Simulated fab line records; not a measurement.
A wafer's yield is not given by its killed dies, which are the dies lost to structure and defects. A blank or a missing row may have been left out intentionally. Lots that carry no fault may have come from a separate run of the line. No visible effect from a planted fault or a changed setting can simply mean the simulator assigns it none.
Which tool did it? | flow nand_harc | 14 lots, 42 wafers sampled, at 6 steps of a route of 1302

## WHAT EACH GAUGE READ, for each wafer
NHARC_A_START_INSPECT_01. Usual: raw_defect_count reads 3.4 (standard deviation 1.8).
lot  | measured     | on                | raw_defect_count | flag
L215 | day 6 18:19  | defect_inspect-02 | 2 3 3            |
L216 | day 7 07:39  | defect_inspect-02 | 4 4 1            |
L218 | day 7 22:50  | defect_inspect-02 | 5 3 1            |
L219 | day 8 14:28  | defect_inspect-02 | 2 1 4            |
L220 | day 8 17:20  | defect_inspect-01 | 4 3 5            |
L221 | day 9 13:08  | defect_inspect-02 | 9 1 2            |
L222 | day 9 13:22  | defect_inspect-01 | 2 5 3            |
L229 | day 13 03:34 | defect_inspect-01 | 2 7 4            |
L231 | day 13 16:51 | defect_inspect-01 | 5 4 1            |
L232 | day 14 04:28 | defect_inspect-01 | 4 5 5            |
L234 | day 14 15:56 | defect_inspect-02 | 3 4 4            |
L235 | day 14 21:06 | defect_inspect-02 | 3 2 1            |
L237 | day 16 00:56 | defect_inspect-02 | 5 2 2            |
L238 | day 16 03:41 | defect_inspect-01 | 0 0 5            |

NHARC_A_ONON_D1_THK_MEAS_11: measures by ellipsometry. Usual: thk_nm reads 1002 nm (standard deviation 8.9).
lot  | measured     | on            | thk_nm (nm)    | flag
L215 | day 7 22:19  | film_metro-02 | 1011 1011 1012 |
L216 | day 8 08:19  | film_metro-01 | 1008 1009 1009 |
L218 | day 9 00:59  | film_metro-01 | 989 989 989    |
L219 | day 9 17:36  | film_metro-01 | 990 988 989    |
L220 | day 9 17:35  | film_metro-02 | 1011 1012 1012 |
L221 | day 10 13:08 | film_metro-01 | 1001 1002 1001 |
L222 | day 10 13:07 | film_metro-02 | 1009 1010 1010 |
L229 | day 14 06:00 | film_metro-01 | 1008 1007 1009 |
L231 | day 14 22:16 | film_metro-02 | 994 995 993    |
L232 | day 15 07:00 | film_metro-01 | 1011 1010 1011 |
L234 | day 15 15:56 | film_metro-01 | 982 984 982    |
L235 | day 16 00:07 | film_metro-01 | 1010 1010 1009 |
L237 | day 17 04:29 | film_metro-02 | 999 999 999    |
L238 | day 17 04:27 | film_metro-01 | 1011 1010 1012 |

NHARC_A_ONON_D1_THK_MEAS_24: measures by ellipsometry. Usual: thk_nm reads 1002 nm (standard deviation 11).
lot  | measured     | on            | thk_nm (nm)    | flag
L215 | day 8 07:54  | film_metro-02 | 995 996 995    |
L216 | day 8 17:47  | film_metro-01 | 993 992 992    |
L218 | day 9 10:28  | film_metro-02 | 999 995 997    |
L219 | day 10 03:02 | film_metro-02 | 1014 1015 1013 |
L220 | day 10 03:02 | film_metro-01 | 1007 1003 1004 |
L221 | day 11 00:02 | film_metro-02 | 1005 1005 1004 |
L222 | day 11 00:01 | film_metro-02 | 999 1000 1001  |
L229 | day 14 16:37 | film_metro-02 | 576 577 578    | OFF
L231 | day 15 09:26 | film_metro-01 | 576 573 574    | OFF
L232 | day 15 17:59 | film_metro-01 | 1010 1010 1011 |
L234 | day 16 01:52 | film_metro-01 | 988 989 989    |
L235 | day 16 10:44 | film_metro-02 | 1008 1008 1009 |
L237 | day 17 14:13 | film_metro-01 | 1022 1020 1022 |
L238 | day 17 14:12 | film_metro-02 | 1020 1022 1022 |

NHARC_A_CHANNEL_HOLE_D1_CD_MEAS_10: target cd 100 nm. Usual: cd_nm reads 100.0 nm (standard deviation 0.5).
lot  | measured     | on        | cd_nm (nm)        | flag
L215 | day 8 14:17  | cd_sem-03 | 100.6 100.0 99.7  |
L216 | day 9 00:00  | cd_sem-02 | 100.1 100.2 99.5  |
L218 | day 9 14:46  | cd_sem-03 | 99.1 99.8 99.3    |
L219 | day 10 07:28 | cd_sem-02 | 99.9 100.3 100.3  |
L220 | day 10 07:37 | cd_sem-01 | 99.6 100.3 99.5   |
L221 | day 11 09:49 | cd_sem-03 | 100.3 99.4 99.9   |
L222 | day 11 08:23 | cd_sem-02 | 99.4 99.3 100.1   |
L232 | day 15 22:32 | cd_sem-03 | 100.2 100.4 100.0 |
L234 | day 16 06:08 | cd_sem-02 | 99.9 100.1 100.2  |
L235 | day 16 21:31 | cd_sem-02 | 99.9 99.7 99.2    |
L237 | day 17 21:47 | cd_sem-01 | 99.9 99.8 100.1   |
L238 | day 17 20:30 | cd_sem-02 | 100.2 99.8 99.5   |

NHARC_END_SORT_01. Usual: killed_at_array 57, standard deviation 18; killed_at_other 0.8, standard deviation 1; killed_at_periphery 3.9, standard deviation 2.8; killed_dies 62, standard deviation 18; killed_open 3.4, standard deviation 1.8; killed_short 2.2, standard deviation 1.6.
lot  | measured     | on        | killed_at_array | killed_at_other | killed_at_periphery | killed_dies | killed_open | killed_short | flag
L229 | day 30 08:52 | prober-01 | 677 674 676     | 0 0 0           | 0 3 1               | 677 677 677 | 3 4 3       | 1 0 3        | OFF
L231 | day 31 20:59 | prober-01 | 673 674 671     | 2 2 0           | 2 1 6               | 677 677 677 | 5 5 7       | 0 2 2        | OFF
L232 | day 32 04:54 | prober-02 | 30 37 35        | 2 0 0           | 6 5 7               | 38 42 42    | 0 1 5       | 2 0 6        |
L234 | day 32 15:04 | prober-01 | 52              | 0               | 3                   | 55          | 4           | 3            |
L235 | day 33 10:56 | prober-02 | 58              | 2               | 5                   | 65          | 2           | 5            |
L238 | day 34 02:55 | prober-02 | 54 98 81        | 1 0 1           | 2 2 3               | 57 100 85   | 3 1 5       | 2 2 5        |

## WHICH TOOL RAN EACH LOT (tool, then ch and the chambers of the sampled wafers, then the start)
lot  | NHARC_A_ONON_D1_DEP_22
L215 | pecvd_onon-02 ch 0, day 8 07:23
L216 | pecvd_onon-04 ch 0, day 8 17:20
L218 | pecvd_onon-02 ch 0, day 9 10:08
L219 | pecvd_onon-01 ch 0, day 10 02:38
L220 | pecvd_onon-02 ch 0, day 10 02:35
L221 | pecvd_onon-04 ch 0, day 10 23:41
L222 | pecvd_onon-01 ch 0, day 10 23:34
L229 | pecvd_onon-02 ch 0, day 14 16:06
L231 | pecvd_onon-02 ch 0, day 15 08:56
L232 | pecvd_onon-01 ch 0, day 15 17:28
L234 | pecvd_onon-01 ch 0, day 16 01:22
L235 | pecvd_onon-01 ch 0, day 16 10:13
L237 | pecvd_onon-04 ch 0, day 17 13:42
L238 | pecvd_onon-01 ch 0, day 17 13:44
- NHARC_A_ONON_D1_DEP_22: target thk 1000 nm.

## AS READ BY THE TOOLS THEMSELVES (means over the sampled wafers that have a number; for cases with no such wafer, the mark the record gives instead)
The record holds no such reading with a usual standard deviation.

## THE ANSWER, worked out from the rows above alone
Rule: a lot is off if the mean of its wafers that have a number lies more than 3 standard deviations from the usual mean. Also off: a lot with no number at a reading for which 4 or more lots have one. Where the step has rows for the other lots, those lots are counted as sound. After the gauges, taken in route order, come the tools' own readings; for these a lot's mean is taken, as printed above. At the first step where some lot is off, the reading lying furthest off is the one used; lots without a number count as furthest.
Off: L229, L231, at NHARC_A_ONON_D1_THK_MEAS_24 (thk_nm).
If a tool, at a process step before that reading, ran all the lots that are off and no sound lot after the first of them, it fits. The gauges at NHARC_A_ONON_D1_THK_MEAS_24 aren't tried: what is off there is off at NHARC_END_SORT_01 too, on other tools, and a gauge's error can't cause that. One fits: pecvd_onon-02 at NHARC_A_ONON_D1_DEP_22. Its last sound lot is L220 (day 10 02:35), its first lot that is off L229 (day 14 16:06): a fault that began between those two fits.

## WHAT THE SIMULATOR HAD PUT IN
pecvd_onon-02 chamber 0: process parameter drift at NHARC_A_ONON_D1_DEP_22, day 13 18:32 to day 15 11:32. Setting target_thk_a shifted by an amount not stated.
Lots struck among those shown: L229, L231. The rule above found the same.
